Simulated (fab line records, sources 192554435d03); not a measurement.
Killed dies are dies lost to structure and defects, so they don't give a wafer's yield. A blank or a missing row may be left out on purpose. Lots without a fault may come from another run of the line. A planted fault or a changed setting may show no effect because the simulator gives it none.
fab line records | flow n5_finfet
record lots=4 wafers=12 last_day=17
route steps=1938 shown BEOL_M1@823 BEOL_M2@841 BEOL_M4@1111 PASSIVATION@1936
lots that met no fault: from a run of the same line without faults
start_h: hours from the record's first day to the start of the lot's first wafer shown | wait_h: hours since the lot's step before | " the same as in the row above | L1.1+2: a row that stands for several wafers | - no value, or no start given | * or withheld: withheld | < > ~ a bound
route shown NAME@n: a module of which the file shows steps, and the number in the route of the first | usual: mean/standard deviation of fault-free wafers | same: alike in all rows | chamber/n: place in a boat | sites: the reading at each site | _std_site: their standard deviation | _edge_site: outer sites' mean less inner sites' | radius_mm: how far each site lies from the wafer's centre | mask NAME#n: copy n | behind: the tool/chamber that last shaped the wafer | hold: why the lot was held/for how many hours/how that ended | device: the transistor (n, p or np) that didn't switch | end of line: the same wafers' tests at the end of the route | a step without rows: its recipe alone | killed: dies lost to structure and defects at the first sort, not the wafer's yield | map: a wafer's dies, x killed, . not, _ none there
set.NAME: the setting as run; set.NAME@STEP: as run at that earlier step | model.NAME: the simulator's own value behind a step, which no gauge read
lots at some steps of the route; a table a step, a row a wafer
services: from which hour (start_h, from the record's first day; less than 0 if before it) a tool's chamber was out of use, for how many hours, and why
## steps
# step N5_BEOL_M1_ANNEAL_89
# recipe temp_c=400 time_s=240 ambient=vacuum
# step N5_BEOL_M1_SPUTTER_90
# recipe material=Cu target_thk_a=45 temp_c=-20 chamber_pressure_pa=0.07 power_w=withheld time_s=8.29
# step N5_BEOL_M1_ANNEAL_91
# recipe temp_c=400 time_s=240 ambient=vacuum
# step N5_BEOL_M1_SPUTTER_92
# recipe material=Cu target_thk_a=45 temp_c=-20 chamber_pressure_pa=0.07 power_w=withheld time_s=8.29
# step N5_BEOL_M1_ANNEAL_93
# recipe temp_c=400 time_s=240 ambient=vacuum
# step N5_BEOL_M1_SPUTTER_94
# recipe material=Cu target_thk_a=45 temp_c=-20 chamber_pressure_pa=0.07 power_w=withheld time_s=8.29
# step N5_BEOL_M1_ANNEAL_95
# recipe temp_c=400 time_s=240 ambient=vacuum
# step N5_BEOL_M1_SPUTTER_96
# recipe material=Cu target_thk_a=45 temp_c=-20 chamber_pressure_pa=0.07 power_w=withheld time_s=8.29
# step N5_BEOL_M1_ECD_50
# recipe material=Cu target_thk_a=3000
# step N5_BEOL_M1_ANNEAL_51
# recipe temp_c=225 time_s=90 ambient=N2
# step N5_BEOL_M1_CMP_52
# recipe stop_on=SiOC t_overpolish_s=6.8 down_force_psi=1 platen_rpm=50 clearing_platen_down_force_psi=1.5 clearing_platen_rpm=50 post_cmp_clean=cu_alkaline target_thk_nm=40 clearing_platen_pad_velocity_m_s=0.99484 pad_velocity_m_s=0.99484
# step N5_BEOL_M1_PRE_CLEAN_60
# recipe gas=NH3/H2 time_s=15 temp_c=* rf_power_w=300
# usual heater_power_w=90/18
# columns lot.wafer tool chamber start_h wait_h heater_power_w
L875.2 cvd_co-02 2 153.92 0.0 119
L875.4 " 0 " " 100
L875.5 " 2 " " 117
L878.2 cvd_co-02 1 180.95 0.0 90
L878.4 " 0 " " 102
L878.6 " 2 " " 116
L881.2 cvd_co-02 2 198.78 0.0 122
L881.4 " 0 " " 102
L881.5 " 2 " " 118
L893.4 cvd_co-01 1 270.47 0.1 79
L893.5 " 2 " " 83
L893.6 " 0 " " 62
# step N5_BEOL_M1_CO_CAP_55
# recipe material=Co target_thk_a=20 temp_c=200 precursor=CCTBA/H2 pressure_torr=30 time_s=102.1
# step N5_BEOL_M1_PRE_CLEAN_56
# recipe gas=NH3 time_s=15 temp_c=withheld rf_power_w=300
# step N5_BEOL_M1_DEP_57
# recipe material=SiCN target_thk_a=80 temp_c=withheld precursor=3MS/NH3 pressure_torr=3 rf_w=202 time_s=14
# step N5_BEOL_M1_INSPECT_59
# recipe inspect_instrument=darkfield mode=post_dep
# usual raw_defect_count=73/22
# columns lot.wafer tool chamber start_h wait_h raw_defect_count
L875.2 defect_inspect-01 - 154.22 0.0 52
L875.4 " - " " 55
L875.5 " - " " 75
L878.2 defect_inspect-01 - 181.23 0.0 60
L878.4 " - " " 759
L878.6 " - " " 35
L881.2 defect_inspect-02 - 199.03 0.0 100
L881.4 " - " " 833
L881.5 " - " " 53
L893.4 defect_inspect-01 - 270.73 0.0 67
L893.5 " - " " 50
L893.6 " - " " 65
# step N5_BEOL_M2_ILD_DEP_00
# recipe material=SiOC target_thk_a=790 temp_c=350 precursor=DEMS/O2 pressure_torr=5 rf_w=500 time_s=15.3
# step N5_BEOL_M2_PECVD_72
# recipe material=SiO2 target_thk_a=160 temp_c=400 precursor=TEOS/O2 pressure_torr=5.5 rf_w=450 teos_flow_sccm=53.8 gas=O2 flow_sccm=3000 time_s=18
# step N5_BEOL_M2_HM_DEP_02
# recipe material=TiN target_thk_a=200 temp_c=25 chamber_pressure_pa=0.49996
# step N5_BEOL_M2_COAT_61
# recipe resist=SOC temp_c=250 time_s=60 spin_rpm=1500 resist_thk_nm=60
# step N5_BEOL_M2_COAT_62
# recipe resist=SiARC temp_c=220 time_s=60 spin_rpm=1500 resist_thk_nm=12
# step N5_BEOL_M2_COAT_73
# recipe resist=underlayer temp_c=205 time_s=60 spin_rpm=1500 resist_thk_nm=5
# step N5_BEOL_M2_COAT_05
# recipe resist=CAR-EUV spin_rpm=1500 resist_thk_nm=30
# step N5_BEOL_M2_EBR_07
# recipe solvent=PGMEA ebr_width_mm=1.5
# step N5_BEOL_M2_SOFTBAKE_06
# recipe temp_c=110 time_s=60 resist=CAR-EUV
# step N5_BEOL_M2_EXPOSE_08
# recipe mask_id=M2 na=0.33 source_shape=dipole sigma_inner=0.369 sigma_outer=0.767 polarization=unpolarized dose_mj=41.25
# step N5_BEOL_M2_PEB_09
# recipe peb_temp_c=100 peb_time_s=60 resist=CAR-EUV
# step N5_BEOL_M2_DEVELOP_10
# recipe develop_time_s=30 developer=TMAH resist=CAR-EUV rinse_liquid=surfactant_rinse dry=air_spin dev_temp_c=23
# step N5_BEOL_M2_INSPECT_13
# recipe mode=adi inspect_instrument=brightfield
# usual raw_defect_count=439/100
# columns lot.wafer tool chamber start_h wait_h raw_defect_count
L875.2 defect_inspect-01 - 155.73 0.0 472
L875.4 " - " " 542
L875.5 " - " " 514
L878.2 defect_inspect-01 - 184.02 0.0 271
L878.4 " - " " 1019
L878.6 " - " " 288
L881.2 defect_inspect-02 - 202.06 0.0 452
L881.4 " - " " 1186
L881.5 " - " " 338
L893.4 defect_inspect-01 - 273.30 0.0 363
L893.5 " - " " 290
L893.6 " - " " 264
# step N5_BEOL_M2_DESCUM_16
# recipe chemistry=O2 time_s=7 source_power_w=50 bias_power_w=20 pressure_mtorr=20 rf_frequency_hz=2.712e+07 temp_c=40 resist=CAR-EUV o2_flow_sccm=225
# step N5_BEOL_M4_RC_MEAS_101
# usual DIBL_N=36.5/1.8 DIBL_P=36.5/2.1 IOFF_N=0.17/0.031 IOFF_P=0.22/0.036 ION_N=677/11 ION_P=463/8 SS_N=71.6/0.61 SS_P=73.3/0.63 VT_N=249/3.1 VT_P=-250/3.3
# columns lot.wafer tool chamber start_h wait_h DIBL_N[mV/V] DIBL_P[mV/V] IOFF_N[nA/um] IOFF_P[nA/um] ION_N[uA/um] ION_P[uA/um] SS_N[mV/dec] SS_P[mV/dec] VT_N[mV] VT_P[mV]
L875.2 prober-01 0 189.63 0.2 33.7 32.9 0.11 0.16 671 462 70.7 72.9 255 -256
L875.4 " 0 " " 37.3 36.3 0.16 0.20 679 460 71.9 73.5 249 -250
L875.5 " 0 " " 35.8 35.9 0.14 0.19 685 463 71.2 73.6 252 -251
L878.2 prober-01 0 212.12 0.2 37.0 37.4 0.18 0.23 691 471 71.1 73.8 246 -248
L878.4 " 0 " " 36.4 35.4 0.15 0.19 671 461 71.6 72.8 251 -252
L878.6 " 0 " " 38.8 38.7 0.21 0.25 692 466 71.7 74.3 244 -247
L881.2 prober-01 0 236.82 0.2 37.0 35.0 0.18 0.19 673 455 71.6 72.9 248 -253
L881.4 " 0 " " 37.2 35.3 0.17 0.21 667 444 72.1 73.7 250 -249
L881.5 " 0 " " 37.5 36.1 0.18 0.21 658 450 71.9 73.6 251 -253
L893.4 prober-02 0 313.24 0.5 37.9 38.7 0.20 0.28 678 472 71.8 73.9 244 -245
L893.5 " 0 " " 37.9 38.7 0.21 0.28 685 470 71.8 73.9 245 -244
L893.6 " 0 " " 39.4 40.0 0.22 0.30 688 477 72.4 74.3 244 -244
# step N5_PASSIVATION_PROBE_49
# usual defect_limited_yield=91.4/1.5 killed_at_M0_to_M3=35/11 killed_at_M4_up=16/7 killed_at_contacts=11/5.3 killed_at_front_end=37/11 killed_at_other=3.1/2.8 killed_dies=102/18 killed_open=69/15 killed_short=31/7.8 sort_bin_5_function=5.1/1.1 sort_bin_6_memory=3.2/0.69 sort_n_pass=1078/18 sort_yield_pct=91.4/1.5
# same gross_dies=1180 killed_at_back_side=0 sort_bin_4_leakage[%]=0 sort_bin_8_speed[%]=0
# columns lot.wafer tool chamber start_h wait_h defect_limited_yield[%] killed_at_M0_to_M3 killed_at_M4_up killed_at_contacts killed_at_front_end killed_at_other killed_dies killed_open killed_short sort_bin_5_function[%] sort_bin_6_memory[%] sort_n_pass sort_yield_pct[%]
L878.4 prober-01 - 313.58 0.2 79.8 185 10 2 35 6 238 58 46 12.3 4.8 942 79.8
L881.4 prober-01 - 337.65 0.2 81.3 161 10 9 35 6 221 59 32 10.5 4.7 959 81.3
# killed by level:class
L878.4 BEOL_M1:unspecified=132 BEOL_M0_SAQP:geometric_particle:short=16 BEOL_M0_SAQP:geometric_particle:open=16 FIN_SAQP:geometric_particle:short=9 STI_FIN_REVEAL:geometric_particle:open=7 BEOL_M1:geometric_particle:open=7 FIN_SAQP:geometric_particle:open=4 BEOL_M0:geometric_particle:open=4
L881.4 BEOL_M1:unspecified=128 FIN_SAQP:geometric_particle:short=13 MOL_CONTACT_COAG:geometric_particle:open=9 FIN_SAQP:geometric_particle:open=8 BEOL_M2:geometric_particle:open=8 BEOL_M0_SAQP:geometric_particle:open=5 BEOL_M1:geometric_particle:open=5 BEOL_M3:geometric_particle:open=5
# map L878.4 (x killed, . not)
_________________............________________
______________...x....x.x......._____________
___________.............x.......x..__________
__________.x......................x._________
________.....x.x......x..x....x...x..._______
_______....x....x......x......x........______
______.........xx.........x.....x......._____
_____...............x..................x.____
____..x..x....xx.................x........___
___........x............x..................__
___.......................x...x.......xx.x.__
__..........................x..............._
__x.................xx......................_
_...........x...x......x...xx................
_x.....................x.............x......x
_....x........x.........x.............x..x...
_...x....xx.............x....................
_.......x...............x....xx...........x..
_.........x.............x.......x...x..x.....
_...............x.......xx.............x.....
_x..x.....x....xx........x...x.........x.....
__.....x.....xxxx....x.....x.............x.._
__........x.xxxxxxx..x.....x......x........._
___.x......x.xxxxxxxxx.x...x..............x__
___........xxxxxxxxxxx.xxx.x...........x...__
____...xxxxxxxxxxxxxxxxx.x......x.....x...___
_____....xxxxxxxxxxxxxxx.................____
______...xxxxxxxxxxxxx..x..........x...._____
_______...xxxxxxxxxxxxxxx..............______
________..xxxxxxxxxxxxx........x.x...._______
__________xx.xxxxxxxxx...x.........._________
___________.x.xxxxx...x............__________
______________.xxxx.xx.........x_____________
_________________x....x...xx.________________
# map L881.4 (x killed, . not)
_________________............________________
______________.................._____________
___________.........x..x...........__________
__________..........x..............._________
________............x........x........_______
_______.......................x......x.______
______......x.........x................._____
_____............................x...x...____
____...xx...x...x..x......................___
___...........x....x.......x.....xx.x......__
___................x.....x..x..............__
__.........................x................_
__...............x.....x.x.....x............_
_x.......................x................x..
_.................x.........x..............x.
_............................................
_..............x.......x....x...............x
_.................x.....................x..x.
_...x..x.x............x..............x.x.....
_.x................x..........x.x......x.....
_x..x..x.....x......x........................
__......x...x.xx.x.x........................_
__..x......xxxxxxxxx.xx.x.x.......xx.......x_
___.....x..xxxxxxxxxxx..........x.....x....__
___......xx.xxxxxxxx.xx...................x__
____.....xxxxxxxxxxxxxx.xx................___
_____.x...xxxxxxxxxxxxxx.................____
______....xxxxxxxxxxxxxx................_____
_______..x.xxxxxxxxxxxx........x...xx..______
________xxxxxxxxxxxxxxxxx.x.....x..xx._______
__________xxxxxxxxxxx.........x....._________
___________xxxxx.xxxx.x..........x.__________
______________...x.x.xxxx.....x._____________
_________________............________________
## services
# columns tool chamber start_h hours kind
cvd_co-01 - 140.05 0.7 repair
cvd_co-02 - 164.31 3.8 pm
cvd_co-01 2 168.85 11.0 repair
cvd_co-01 - 204.15 2.1 repair
cvd_co-02 - 206.61 6.0 pm
cvd_co-01 - 223.42 8.5 repair
## key
first_sign step=N5_BEOL_M1_INSPECT_59 reading=raw_defect_count direction=up sigmas=33 usual=73 struck=796
effect step=N5_BEOL_M2_INSPECT_13 reading=raw_defect_count direction=up sigmas=6.4 usual=439 struck=1102
effect step=N5_PASSIVATION_PROBE_49 reading=killed_at_M0_to_M3 direction=up sigmas=12 usual=35 struck=173
more_kills_born_at N5_BEOL_M1_PRE_CLEAN_60@cvd_co-02=260
met_at N5_BEOL_M1_PRE_CLEAN_60
struck_wafers L878.4,L881.4
onset_between 153.92 180.95
fault kind=chamber_particle_source tool=cvd_co-02 chamber=0 onset_h=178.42 steps=N5_BEOL_M1_PRE_CLEAN_60 rate_per_visit_cm2=1.1183 end_h=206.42
